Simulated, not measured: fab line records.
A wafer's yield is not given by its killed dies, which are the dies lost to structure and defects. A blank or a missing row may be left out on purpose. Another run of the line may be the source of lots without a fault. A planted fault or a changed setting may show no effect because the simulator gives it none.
fab line records :: flow n5-finfet
record
  lots=4
  wafers=12
  last-day=17
route steps=1938 shown BEOL_M14@1761 BEOL_M15@1773
lots with no fault: from the same line, run without faults
start-h: the number of hours between the record's first day and the start of the first shown wafer of the lot :: wait-h: hours elapsed since this lot's preceding step :: " same as the row above :: L1.1+2: a row that stands for several wafers :: - either no value or no given start :: * or withheld: withheld :: < > ~ a bound
route shown NAME@n: a module of which the file shows steps, and the number in the route of the first :: usual: mean/standard deviation taken from wafers without a fault :: same: alike in all rows :: chamber/n: place in a boat :: sites: per-site readings :: _std_site: the values' standard deviation :: _edge_site: outer sites' mean less inner sites' :: radius-mm: for every site, how far away it sits from the centre of the wafer :: mask NAME#n: copy n :: behind: tool/chamber where the wafer was last shaped :: hold: reason for holding the lot/hours on hold/outcome of the hold :: device: the n, p or np transistor that did not switch :: end of line: the tests these same wafers got at the end of their route :: step lacking rows: just its recipe :: killed: at the first sort, the dies lost to defects and structure; wafer yield is something else :: map: a wafer's dies, marking killed ones x, the rest . and places with no die _
set.NAME: the setting as run; set.NAME@STEP: as run at that earlier step :: model.NAME: the simulator's own value behind a step, which no gauge read
lots at some steps of the route; a table a step, a row a wafer
services: from which hour (start-h, from the record's first day; less than 0 if before it) a tool's chamber was out of use, for how many hours, and why
## steps
# step N5_BEOL_M14_PRE_CLEAN_42
# recipe
  gas=H2/He
  time-s=30
  temp-c=300
# step N5_BEOL_M14_SPUTTER_43
# recipe
  material=TaN
  target-thk-a=150
  temp-c=50
  bias-v=168.6
  power-w=15000
  chamber-pressure-pa=0.12
  time-s=24.19
# step N5_BEOL_M14_SPUTTER_44
# recipe
  material=Ta
  target-thk-a=150
  temp-c=50
  bias-v=80
  power-w=15000
  chamber-pressure-pa=0.07
  time-s=24.19
# step N5_BEOL_M14_SPUTTER_45
# recipe
  material=Cu
  target-thk-a=1000
  temp-c=-20
  bias-v=60
  power-w=26000
  chamber-pressure-pa=0.13
  time-s=16.67
# step N5_BEOL_M14_ECD_47
# recipe
  material=Cu
  target-thk-a=12480
# step N5_BEOL_M14_ANNEAL_48
# recipe
  temp-c=225
  time-s=90
  ambient=N2
# step N5_BEOL_M14_CMP_49
# recipe
  stop-on=SiO2
  t-overpolish-s=5.2
  down-force-psi=2
  platen-rpm=80
  clearing-platen-down-force-psi=2
  clearing-platen-rpm=80
  post-cmp-clean=cu-alkaline
  target-thk-nm=560
  clearing-platen-pad-velocity-m-s=1.5917
  pad-velocity-m-s=1.5917
# step N5_BEOL_M14_PRE_CLEAN_52
# recipe
  gas=NH3
  time-s=15
  temp-c=withheld
  rf-power-w=300
# step N5_BEOL_M14_DEP_53
# recipe
  material=SiCN
  target-thk-a=500
  temp-c=withheld
  precursor=3MS/NH3
  pressure-torr=3
  rf-w=675
  time-s=17.8
# step N5_BEOL_M15_ILD_DEP_00
# recipe
  material=SiO2
  target-thk-a=16293
  temp-c=400
  precursor=TEOS/O2
  pressure-torr=6.5
  rf-w=900
  teos-flow-sccm=161.4
  gas=O2
  flow-sccm=2650
  time-s=346.1
# usual
  heater-power-w=500/67
  rf-fwd-power-W=898.2/2.6
  run-length-s=389.0/0.63
  showerhead-plenum-p-Torr=8.34/0.035
  showerhead-vpp-V=1833/55
  susceptor-temp-C=399.97/0.22
  throttle-valve-pct=18.8/1.3
lot.wafer: L818.2
tool: pecvd-02
chamber: 1
start-h: 249.17
wait-h: 0.0
heater-power-w: 537
rf-fwd-power-W: 901.3
run-length-s: 388.7
showerhead-plenum-p-Torr: 8.38
showerhead-vpp-V: 1818
since-wet-clean-h: 1859
susceptor-temp-C: 400.26
throttle-valve-pct: 20.6
model.SiO2_of_BEOL_M15_ILD_DEP_00.thk-nm: 1607

lot.wafer: L818.4
tool: pecvd-02
chamber: 2
start-h: 249.17
wait-h: 0.0
heater-power-w: 408
rf-fwd-power-W: 897.5
run-length-s: 389.3
showerhead-plenum-p-Torr: 8.31
showerhead-vpp-V: 1825
since-wet-clean-h: -
susceptor-temp-C: 399.90
throttle-valve-pct: 19.0
model.SiO2_of_BEOL_M15_ILD_DEP_00.thk-nm: 1646

lot.wafer: L818.5
tool: pecvd-02
chamber: 1
start-h: 249.17
wait-h: 0.0
heater-power-w: 400
rf-fwd-power-W: 900.5
run-length-s: 389.0
showerhead-plenum-p-Torr: 8.37
showerhead-vpp-V: 1816
since-wet-clean-h: -
susceptor-temp-C: 399.64
throttle-valve-pct: 20.5
model.SiO2_of_BEOL_M15_ILD_DEP_00.thk-nm: 1640

lot.wafer: L829.3
tool: pecvd-02
chamber: 0
start-h: 316.71
wait-h: 0.0
heater-power-w: 476
rf-fwd-power-W: 898.3
run-length-s: 388.2
showerhead-plenum-p-Torr: 8.28
showerhead-vpp-V: 1775
since-wet-clean-h: 1202
susceptor-temp-C: 400.34
throttle-valve-pct: 19.9
model.SiO2_of_BEOL_M15_ILD_DEP_00.thk-nm: 1623

lot.wafer: L829.4
tool: pecvd-02
chamber: 2
start-h: 316.71
wait-h: 0.0
heater-power-w: 524
rf-fwd-power-W: 902.3
run-length-s: 388.9
showerhead-plenum-p-Torr: 8.32
showerhead-vpp-V: 1854
since-wet-clean-h: -
susceptor-temp-C: 399.68
throttle-valve-pct: 19.3
model.SiO2_of_BEOL_M15_ILD_DEP_00.thk-nm: 1622

lot.wafer: L829.5
tool: pecvd-02
chamber: 0
start-h: 316.71
wait-h: 0.0
heater-power-w: 539
rf-fwd-power-W: -
run-length-s: 254.4
showerhead-plenum-p-Torr: 8.28
showerhead-vpp-V: 1760
since-wet-clean-h: -
susceptor-temp-C: -
throttle-valve-pct: 19.8
model.SiO2_of_BEOL_M15_ILD_DEP_00.thk-nm: 998.4

lot.wafer: L830.4
tool: pecvd-02
chamber: 2
start-h: 325.30
wait-h: 0.1
heater-power-w: 539
rf-fwd-power-W: 896.6
run-length-s: 388.5
showerhead-plenum-p-Torr: 8.29
showerhead-vpp-V: 1832
since-wet-clean-h: -
susceptor-temp-C: 399.63
throttle-valve-pct: 19.1
model.SiO2_of_BEOL_M15_ILD_DEP_00.thk-nm: 1646

lot.wafer: L830.5
tool: pecvd-02
chamber: 1
start-h: 325.30
wait-h: 0.1
heater-power-w: 398
rf-fwd-power-W: -
run-length-s: 254.9
showerhead-plenum-p-Torr: 8.37
showerhead-vpp-V: 1806
since-wet-clean-h: -
susceptor-temp-C: -
throttle-valve-pct: 20.7
model.SiO2_of_BEOL_M15_ILD_DEP_00.thk-nm: 1006

lot.wafer: L830.6
tool: pecvd-02
chamber: 0
start-h: 325.30
wait-h: 0.1
heater-power-w: 551
rf-fwd-power-W: 898.8
run-length-s: 388.5
showerhead-plenum-p-Torr: 8.29
showerhead-vpp-V: 1735
since-wet-clean-h: -
susceptor-temp-C: 399.84
throttle-valve-pct: 19.8
model.SiO2_of_BEOL_M15_ILD_DEP_00.thk-nm: 1638

lot.wafer: L838.2
tool: pecvd-03
chamber: 0
start-h: 375.01
wait-h: 0.0
heater-power-w: 558
rf-fwd-power-W: 901.4
run-length-s: 389.1
showerhead-plenum-p-Torr: 8.39
showerhead-vpp-V: 1804
since-wet-clean-h: 898
susceptor-temp-C: 400.17
throttle-valve-pct: 18.3
model.SiO2_of_BEOL_M15_ILD_DEP_00.thk-nm: 1600

lot.wafer: L838.3
tool: pecvd-03
chamber: 1
start-h: 375.01
wait-h: 0.0
heater-power-w: 553
rf-fwd-power-W: 896.9
run-length-s: 389.8
showerhead-plenum-p-Torr: 8.31
showerhead-vpp-V: 1870
since-wet-clean-h: 1623
susceptor-temp-C: 399.82
throttle-valve-pct: 18.6
model.SiO2_of_BEOL_M15_ILD_DEP_00.thk-nm: 1573

lot.wafer: L838.6
tool: pecvd-03
chamber: 2
start-h: 375.01
wait-h: 0.0
heater-power-w: 482
rf-fwd-power-W: 901.4
run-length-s: 388.7
showerhead-plenum-p-Torr: 8.28
showerhead-vpp-V: 1784
since-wet-clean-h: -
susceptor-temp-C: 399.77
throttle-valve-pct: 16.6
model.SiO2_of_BEOL_M15_ILD_DEP_00.thk-nm: 1624
# step N5_BEOL_M15_THK_MEAS_01
# recipe
  reads=SiO2_of_BEOL_M15_ILD_DEP_00
# usual
  M15_ILD_THK=1624/19
lot.wafer: L818.2
tool: film-metro-01
chamber: -
start-h: 249.42
wait-h: 0.1
M15_ILD_THK[nm]: 1606

lot.wafer: L818.4
tool: film-metro-01
chamber: -
start-h: 249.42
wait-h: 0.1
M15_ILD_THK[nm]: 1644

lot.wafer: L818.5
tool: film-metro-01
chamber: -
start-h: 249.42
wait-h: 0.1
M15_ILD_THK[nm]: 1640

lot.wafer: L829.3
tool: film-metro-02
chamber: -
start-h: 316.96
wait-h: 0.1
M15_ILD_THK[nm]: 1624

lot.wafer: L829.4
tool: film-metro-02
chamber: -
start-h: 316.96
wait-h: 0.1
M15_ILD_THK[nm]: 1622

lot.wafer: L829.5
tool: film-metro-02
chamber: -
start-h: 316.96
wait-h: 0.1
M15_ILD_THK[nm]: 998

lot.wafer: L830.4
tool: film-metro-01
chamber: -
start-h: 325.44
wait-h: 0.0
M15_ILD_THK[nm]: 1645

lot.wafer: L830.5
tool: film-metro-01
chamber: -
start-h: 325.44
wait-h: 0.0
M15_ILD_THK[nm]: 1006

lot.wafer: L830.6
tool: film-metro-01
chamber: -
start-h: 325.44
wait-h: 0.0
M15_ILD_THK[nm]: 1639

lot.wafer: L838.2
tool: film-metro-01
chamber: -
start-h: 375.26
wait-h: 0.1
M15_ILD_THK[nm]: 1599

lot.wafer: L838.3
tool: film-metro-01
chamber: -
start-h: 375.26
wait-h: 0.1
M15_ILD_THK[nm]: 1573

lot.wafer: L838.6
tool: film-metro-01
chamber: -
start-h: 375.26
wait-h: 0.1
M15_ILD_THK[nm]: 1623
# step N5_BEOL_M15_COAT_58
# recipe
  resist=BARC
  temp-c=205
  time-s=60
  spin-rpm=1500
  resist-thk-nm=89
# step N5_BEOL_M15_COAT_04
# recipe
  spin-rpm=1704
  resist-thk-nm=800
# step N5_BEOL_M15_EBR_06
# recipe
  solvent=PGMEA
  ebr-width-mm=1.5
# step N5_BEOL_M15_SOFTBAKE_05
# recipe
  temp-c=130
  time-s=60
# step N5_BEOL_M15_EXPOSE_07
# recipe
  mask-id=V14
  na=0.8
  source-shape=annular
  sigma-inner=0.5
  sigma-outer=0.8
  polarization=unpolarized
  attpsm-phase-deg=180
  dose-mj=41.25
# step N5_BEOL_M15_PEB_08
# recipe
  peb-temp-c=130
  peb-time-s=90
# step N5_BEOL_M15_DEVELOP_09
# recipe
  develop-time-s=45
  rinse-liquid=diw
  dry=air-spin
  dev-temp-c=21
# step N5_BEOL_M15_HARDBAKE_14
# recipe
  temp-c=130
  time-s=120
# step N5_BEOL_M15_DESCUM_15
# recipe
  chemistry=O2
  time-s=7.9
  source-power-w=50
  bias-power-w=20
  pressure-mtorr=20
  rf-frequency-hz=2.712e+07
  temp-c=40
  o2-flow-sccm=225
# step N5_BEOL_M15_ETCH_59
# recipe
  chemistry=N2/H2
  target=BARC
  target-depth-a=890
  overetch-a=267
  time-s=67.9
  ion-energy-ev=200
  pressure-mtorr=30
  source-w=840
  bias-w=150
  n2-flow-sccm=200
  h2-flow-sccm=200
# step N5_BEOL_M15_VIA_ETCH_16
# recipe
  chemistry=C4F8/O2/Ar
  target=SiO2
  he-inner-torr=15
  he-outer-torr=30
  target-depth-a=17922
  time-s=withheld
  ion-energy-ev=800
  pressure-mtorr=20
  source-w=1905
  bias-w=2040
  Ar_flow_sccm=400
  C4F8_flow_sccm=16
  O2_flow_sccm=12
  ends=cleared
# usual
  bias-w=2040/6
  chamber-pressure-mTorr=20.000/0.017
  drypump-motor-current-A=5.8/0.47
  oes_o_777_au=0.81/0.079
  oes-product-au=0.73/0.074
  rf-fwd-power-W=1900/5.7
  rf-vpp-V=2215/24
  showerhead-plenum-p-Torr=3.39/0.099
  throttle-valve-pct=30.74/0.22
lot.wafer: L818.2
tool: rie-diel-02
chamber: 0
start-h: 250.02
wait-h: 0.0
bias-w: 2038
chamber-pressure-mTorr: 19.986
drypump-motor-current-A: 6.0
oes_o_777_au: 0.71
oes-product-au: 0.62
rf-fwd-power-W: 1897
rf-vpp-V: 2202
showerhead-plenum-p-Torr: 3.40
throttle-valve-pct: 30.94
model.etch.depth-nm: 1607
model.coat_of_BEOL_M15_COAT_04.thk-nm: 340.8

lot.wafer: L818.4
tool: rie-diel-02
chamber: 2
start-h: 250.02
wait-h: 0.0
bias-w: 2030
chamber-pressure-mTorr: 20.021
drypump-motor-current-A: 6.0
oes_o_777_au: 0.92
oes-product-au: 0.82
rf-fwd-power-W: 1903
rf-vpp-V: 2205
showerhead-plenum-p-Torr: 3.36
throttle-valve-pct: 30.87
model.etch.depth-nm: 1646
model.coat_of_BEOL_M15_COAT_04.thk-nm: 325.8

lot.wafer: L818.5
tool: rie-diel-02
chamber: 0
start-h: 250.02
wait-h: 0.0
bias-w: 2053
chamber-pressure-mTorr: 20.000
drypump-motor-current-A: 6.0
oes_o_777_au: 0.70
oes-product-au: 0.63
rf-fwd-power-W: 1891
rf-vpp-V: 2203
showerhead-plenum-p-Torr: 3.40
throttle-valve-pct: 30.93
model.etch.depth-nm: 1640
model.coat_of_BEOL_M15_COAT_04.thk-nm: 333.8

lot.wafer: L829.3
tool: rie-diel-06
chamber: 3
start-h: 317.54
wait-h: 0.0
bias-w: 2045
chamber-pressure-mTorr: 20.001
drypump-motor-current-A: 5.9
oes_o_777_au: 0.82
oes-product-au: 0.73
rf-fwd-power-W: 1905
rf-vpp-V: 2208
showerhead-plenum-p-Torr: 3.33
throttle-valve-pct: 30.70
model.etch.depth-nm: 1623
model.coat_of_BEOL_M15_COAT_04.thk-nm: 333

lot.wafer: L829.4
tool: rie-diel-06
chamber: 1
start-h: 317.54
wait-h: 0.0
bias-w: 2050
chamber-pressure-mTorr: 19.983
drypump-motor-current-A: 6.7
oes_o_777_au: 0.81
oes-product-au: 0.75
rf-fwd-power-W: 1904
rf-vpp-V: 2274
showerhead-plenum-p-Torr: 3.61
throttle-valve-pct: 31.01
model.etch.depth-nm: 1622
model.coat_of_BEOL_M15_COAT_04.thk-nm: 339.4

lot.wafer: L829.5
tool: rie-diel-06
chamber: 3
start-h: 317.54
wait-h: 0.0
bias-w: 2038
chamber-pressure-mTorr: 19.987
drypump-motor-current-A: 5.9
oes_o_777_au: 0.82
oes-product-au: 0.72
rf-fwd-power-W: 1899
rf-vpp-V: 2209
showerhead-plenum-p-Torr: 3.33
throttle-valve-pct: 30.69
model.etch.depth-nm: 998.3
model.coat_of_BEOL_M15_COAT_04.thk-nm: 477.4

lot.wafer: L830.4
tool: rie-diel-06
chamber: 0
start-h: 325.92
wait-h: 0.0
bias-w: 2044
chamber-pressure-mTorr: 20.011
drypump-motor-current-A: 5.8
oes_o_777_au: 0.89
oes-product-au: 0.79
rf-fwd-power-W: 1897
rf-vpp-V: 2201
showerhead-plenum-p-Torr: 3.35
throttle-valve-pct: 30.59
model.etch.depth-nm: 1646
model.coat_of_BEOL_M15_COAT_04.thk-nm: 324.4

lot.wafer: L830.5
tool: rie-diel-06
chamber: 0
start-h: 325.92
wait-h: 0.0
bias-w: 2041
chamber-pressure-mTorr: 19.997
drypump-motor-current-A: 5.8
oes_o_777_au: 0.88
oes-product-au: 0.79
rf-fwd-power-W: 1892
rf-vpp-V: 2203
showerhead-plenum-p-Torr: 3.35
throttle-valve-pct: 30.57
model.etch.depth-nm: 1006
model.coat_of_BEOL_M15_COAT_04.thk-nm: 477.6

lot.wafer: L830.6
tool: rie-diel-06
chamber: 1
start-h: 325.92
wait-h: 0.0
bias-w: 2047
chamber-pressure-mTorr: 20.017
drypump-motor-current-A: 6.6
oes_o_777_au: 0.81
oes-product-au: 0.75
rf-fwd-power-W: 1902
rf-vpp-V: 2273
showerhead-plenum-p-Torr: 3.60
throttle-valve-pct: 30.99
model.etch.depth-nm: 1638
model.coat_of_BEOL_M15_COAT_04.thk-nm: 338

lot.wafer: L838.2
tool: rie-diel-02
chamber: 0
start-h: 375.74
wait-h: 0.0
bias-w: 2038
chamber-pressure-mTorr: 20.000
drypump-motor-current-A: 6.0
oes_o_777_au: 0.93
oes-product-au: 0.84
rf-fwd-power-W: 1910
rf-vpp-V: 2201
showerhead-plenum-p-Torr: 3.38
throttle-valve-pct: 30.72
model.etch.depth-nm: 1600
model.coat_of_BEOL_M15_COAT_04.thk-nm: 338.2

lot.wafer: L838.3
tool: rie-diel-02
chamber: 2
start-h: 375.74
wait-h: 0.0
bias-w: 2037
chamber-pressure-mTorr: 19.997
drypump-motor-current-A: 6.0
oes_o_777_au: 0.85
oes-product-au: 0.76
rf-fwd-power-W: 1900
rf-vpp-V: 2203
showerhead-plenum-p-Torr: 3.34
throttle-valve-pct: 30.87
model.etch.depth-nm: 1573
model.coat_of_BEOL_M15_COAT_04.thk-nm: 341.6

lot.wafer: L838.6
tool: rie-diel-02
chamber: 2
start-h: 375.74
wait-h: 0.0
bias-w: 2035
chamber-pressure-mTorr: 20.015
drypump-motor-current-A: 6.0
oes_o_777_au: 0.85
oes-product-au: 0.76
rf-fwd-power-W: 1902
rf-vpp-V: 2203
showerhead-plenum-p-Torr: 3.34
throttle-valve-pct: 30.85
model.etch.depth-nm: 1624
model.coat_of_BEOL_M15_COAT_04.thk-nm: 332.4
# step N5_BEOL_M15_STRIP_63
# recipe
  chemistry=O2
  power-w=600
  temp-c=60
  pressure-mtorr=30
  rf-frequency-hz=6e+07
  bias-power-w=0
  overash-fraction=0.3
  o2-flow-sccm=225
# step N5_BEOL_M15_STRIP_64
# recipe
  chemistry=O2
  power-w=600
  temp-c=60
  pressure-mtorr=30
  rf-frequency-hz=6e+07
  bias-power-w=0
  overash-fraction=0.3
  o2-flow-sccm=225
# step N5_BEOL_M15_STRIP_65
# recipe
  chemistry=post-etch-residue-remover
  time-s=60
  temp-c=25
  remover-ph=withheld
  remover-water-wt-pct=withheld
  remover-fluoride-wt-pct=withheld
# step N5_BEOL_M15_SRD_66
# recipe
  time-s=30
  temp-c=23
  rinse-liquid=diw
  dry=n2-spin
  spin-rpm=1500
  dry-time-s=30
# step N5_BEOL_M15_CD_MEAS_17
# recipe
  target-cd-nm=360
  polarity=opening
# usual
  cd-nm=360.9/1.4
lot.wafer: L818.2
tool: cd-sem-01
chamber: -
start-h: 250.43
wait-h: 0.0
cd-nm: 358.4

lot.wafer: L818.4
tool: cd-sem-01
chamber: -
start-h: 250.43
wait-h: 0.0
cd-nm: 359.9

lot.wafer: L818.5
tool: cd-sem-01
chamber: -
start-h: 250.43
wait-h: 0.0
cd-nm: 360.9

lot.wafer: L829.3
tool: cd-sem-03
chamber: -
start-h: 317.95
wait-h: 0.0
cd-nm: 360.4

lot.wafer: L829.4
tool: cd-sem-03
chamber: -
start-h: 317.95
wait-h: 0.0
cd-nm: 361.9

lot.wafer: L829.5
tool: cd-sem-03
chamber: -
start-h: 317.95
wait-h: 0.0
cd-nm: 355.0

lot.wafer: L830.4
tool: cd-sem-01
chamber: -
start-h: 326.34
wait-h: 0.0
cd-nm: 361.5

lot.wafer: L830.5
tool: cd-sem-01
chamber: -
start-h: 326.34
wait-h: 0.0
cd-nm: 352.0

lot.wafer: L830.6
tool: cd-sem-01
chamber: -
start-h: 326.34
wait-h: 0.0
cd-nm: 362.0

lot.wafer: L838.2
tool: cd-sem-02
chamber: -
start-h: 376.15
wait-h: 0.0
cd-nm: 359.2

lot.wafer: L838.3
tool: cd-sem-02
chamber: -
start-h: 376.15
wait-h: 0.0
cd-nm: 359.2

lot.wafer: L838.6
tool: cd-sem-02
chamber: -
start-h: 376.15
wait-h: 0.0
cd-nm: 358.9
# step N5_BEOL_M15_COAT_56
# recipe
  resist=SOC
  temp-c=250
  time-s=60
  spin-rpm=1500
  resist-thk-nm=550
# step N5_BEOL_M15_ETCH_57
# recipe
  chemistry=N2/H2
  target=SOC
  source-w=3000
  bias-w=350
  time-s=750
  ion-energy-ev=200
  pressure-mtorr=30
  n2-flow-sccm=200
  h2-flow-sccm=200
# step N5_BEOL_M15_COAT_60
# recipe
  resist=BARC
  temp-c=205
  time-s=60
  spin-rpm=1500
  resist-thk-nm=89
# step N5_BEOL_M15_COAT_22
# recipe
  spin-rpm=1704
  resist-thk-nm=800
# step N5_BEOL_M15_EBR_24
# recipe
  solvent=PGMEA
  ebr-width-mm=1.5
# step N5_BEOL_M15_SOFTBAKE_23
# recipe
  temp-c=130
  time-s=60
# step N5_BEOL_M15_EXPOSE_25
# recipe
  mask-id=M15
  na=0.8
  source-shape=annular
  sigma-inner=0.5
  sigma-outer=0.8
  polarization=unpolarized
  target-cd-nm=400
  dose-mj=35.5
# step N5_BEOL_M15_PEB_26
# recipe
  peb-temp-c=130
  peb-time-s=90
# step N5_BEOL_M15_DEVELOP_27
# recipe
  develop-time-s=45
  rinse-liquid=diw
  dry=air-spin
  dev-temp-c=21
# step N5_BEOL_M15_CMP_49
# recipe
  stop-on=SiO2
  t-overpolish-s=4.9
  down-force-psi=2
  platen-rpm=80
  clearing-platen-down-force-psi=2
  clearing-platen-rpm=80
  post-cmp-clean=cu-alkaline
  target-thk-nm=850
  clearing-platen-pad-velocity-m-s=1.5917
  pad-velocity-m-s=1.5917
# usual
  motor-current-A=8.3/0.86
  pad-life-wafers=992/530
lot.wafer: L818.4
tool: cmp-04
chamber: 0
start-h: 253.36
wait-h: 0.1
motor-current-A: 10.1
pad-life-wafers: 324
model.SiO2_of_BEOL_M15_ILD_DEP_00.thk-nm: 1568

lot.wafer: L818.2
tool: cmp-04
chamber: 1
start-h: 253.36
wait-h: 0.1
motor-current-A: 8.3
pad-life-wafers: 325
model.SiO2_of_BEOL_M15_ILD_DEP_00.thk-nm: 1527

lot.wafer: L818.5
tool: cmp-04
chamber: 0
start-h: 253.36
wait-h: 0.1
motor-current-A: 10.1
pad-life-wafers: -
model.SiO2_of_BEOL_M15_ILD_DEP_00.thk-nm: 1559

lot.wafer: L829.4
tool: cmp-01
chamber: 1
start-h: 324.84
wait-h: 0.2
motor-current-A: 7.7
pad-life-wafers: 350
model.SiO2_of_BEOL_M15_ILD_DEP_00.thk-nm: 1545

lot.wafer: L829.3
tool: cmp-01
chamber: 2
start-h: 324.84
wait-h: 0.2
motor-current-A: 7.5
pad-life-wafers: 351
model.SiO2_of_BEOL_M15_ILD_DEP_00.thk-nm: 1545

lot.wafer: L829.5
tool: cmp-01
chamber: 3
start-h: 324.84
wait-h: 0.2
motor-current-A: 8.1
pad-life-wafers: -
model.SiO2_of_BEOL_M15_ILD_DEP_00.thk-nm: 918.6

lot.wafer: L830.4
tool: cmp-01
chamber: 0
start-h: 330.58
wait-h: 0.2
motor-current-A: 7.8
pad-life-wafers: 387
model.SiO2_of_BEOL_M15_ILD_DEP_00.thk-nm: 1566

lot.wafer: L830.6
tool: cmp-01
chamber: 1
start-h: 330.58
wait-h: 0.2
motor-current-A: 7.5
pad-life-wafers: -
model.SiO2_of_BEOL_M15_ILD_DEP_00.thk-nm: 1559

lot.wafer: L830.5
tool: cmp-01
chamber: 2
start-h: 330.58
wait-h: 0.2
motor-current-A: 7.5
pad-life-wafers: -
model.SiO2_of_BEOL_M15_ILD_DEP_00.thk-nm: 926.8

lot.wafer: L838.2
tool: cmp-04
chamber: 1
start-h: 381.25
wait-h: 0.2
motor-current-A: 8.2
pad-life-wafers: 1303
model.SiO2_of_BEOL_M15_ILD_DEP_00.thk-nm: 1520

lot.wafer: L838.3
tool: cmp-04
chamber: 3
start-h: 381.25
wait-h: 0.2
motor-current-A: 7.0
pad-life-wafers: 1305
model.SiO2_of_BEOL_M15_ILD_DEP_00.thk-nm: 1494

lot.wafer: L838.6
tool: cmp-04
chamber: 0
start-h: 381.25
wait-h: 0.2
motor-current-A: 9.4
pad-life-wafers: -
model.SiO2_of_BEOL_M15_ILD_DEP_00.thk-nm: 1545
## services
tool: cmp-01
chamber: -
start-h: 264.83
hours: 4.0
kind: pm

tool: cmp-01
chamber: -
start-h: 268.83
hours: -
kind: consumable-replace:conditioner

tool: cmp-01
chamber: -
start-h: 268.83
hours: -
kind: consumable-replace:pad

tool: pecvd-02
chamber: -
start-h: 274.24
hours: 0.2
kind: repair

tool: pecvd-02
chamber: -
start-h: 274.66
hours: 5.5
kind: pm

tool: rie-diel-06
chamber: -
start-h: 276.05
hours: 14.6
kind: pm

tool: cmp-01
chamber: -
start-h: 278.43
hours: 11.6
kind: pm

tool: rie-diel-02
chamber: -
start-h: 279.98
hours: 0.2
kind: repair

tool: rie-diel-02
chamber: 0
start-h: 283.46
hours: -
kind: clean

tool: rie-diel-02
chamber: 0
start-h: 283.46
hours: -
kind: consumable-replace:focus-ring

tool: rie-diel-02
chamber: 0
start-h: 283.46
hours: 27.3
kind: scheduled-down

tool: rie-diel-02
chamber: 0
start-h: 283.46
hours: 27.3
kind: vent-cycle

tool: pecvd-03
chamber: -
start-h: 294.43
hours: 10.2
kind: repair

tool: cmp-04
chamber: -
start-h: 299.89
hours: 2.2
kind: repair

tool: rie-diel-06
chamber: 2
start-h: 307.59
hours: 1.2
kind: repair

tool: rie-diel-06
chamber: 2
start-h: 308.94
hours: -
kind: clean

tool: rie-diel-06
chamber: 2
start-h: 308.94
hours: -
kind: consumable-replace:focus-ring

tool: rie-diel-02
chamber: 0
start-h: 316.35
hours: 5.3
kind: repair

tool: cmp-01
chamber: -
start-h: 333.78
hours: 6.5
kind: pm

tool: rie-diel-06
chamber: 2
start-h: 335.32
hours: 3.3
kind: repair

tool: cmp-04
chamber: -
start-h: 341.87
hours: 7.1
kind: pm

tool: pecvd-02
chamber: 2
start-h: 349.91
hours: 6.0
kind: repair

tool: cmp-04
chamber: -
start-h: 349.96
hours: 3.6
kind: repair

tool: rie-diel-02
chamber: 3
start-h: 363.11
hours: 7.7
kind: repair
## key
first-sign
  step=N5_BEOL_M15_ILD_DEP_00
  reading=run-length-s
  direction=down
  sigmas=99+
  usual=*
  struck=*
effect
  step=N5_BEOL_M15_THK_MEAS_01
  reading=M15_ILD_THK
  direction=down
  sigmas=33
  usual=1624
  struck=1002
effect
  step=N5_BEOL_M15_CD_MEAS_17
  reading=cd-nm
  direction=down
  sigmas=5.5
  usual=360.9
  struck=353.5
model-effect
  step=N5_BEOL_M15_ILD_DEP_00
  value=SiO2_of_BEOL_M15_ILD_DEP_00.thk-nm
  without=1634
  struck=1002
model-effect
  step=N5_BEOL_M15_VIA_ETCH_16
  value=etch.depth-nm
  without=1634
  struck=1002
model-effect
  step=N5_BEOL_M15_CMP_49
  value=SiO2_of_BEOL_M15_ILD_DEP_00.thk-nm
  without=1555
  struck=922.7
met-at N5_BEOL_M15_ILD_DEP_00
struck-wafers L829.5,L830.5
onset-between 249.17 316.71
fault
  kind=process-parameter-drift
  tool=pecvd-02
  chamber=-
  onset-h=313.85
  steps=N5_BEOL_M15_ILD_DEP_00
  channel=time-s
  offset=*
  shape=step
  end-h=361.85
  scope=struck-wafers-only
  acts-in=*
  stated=*
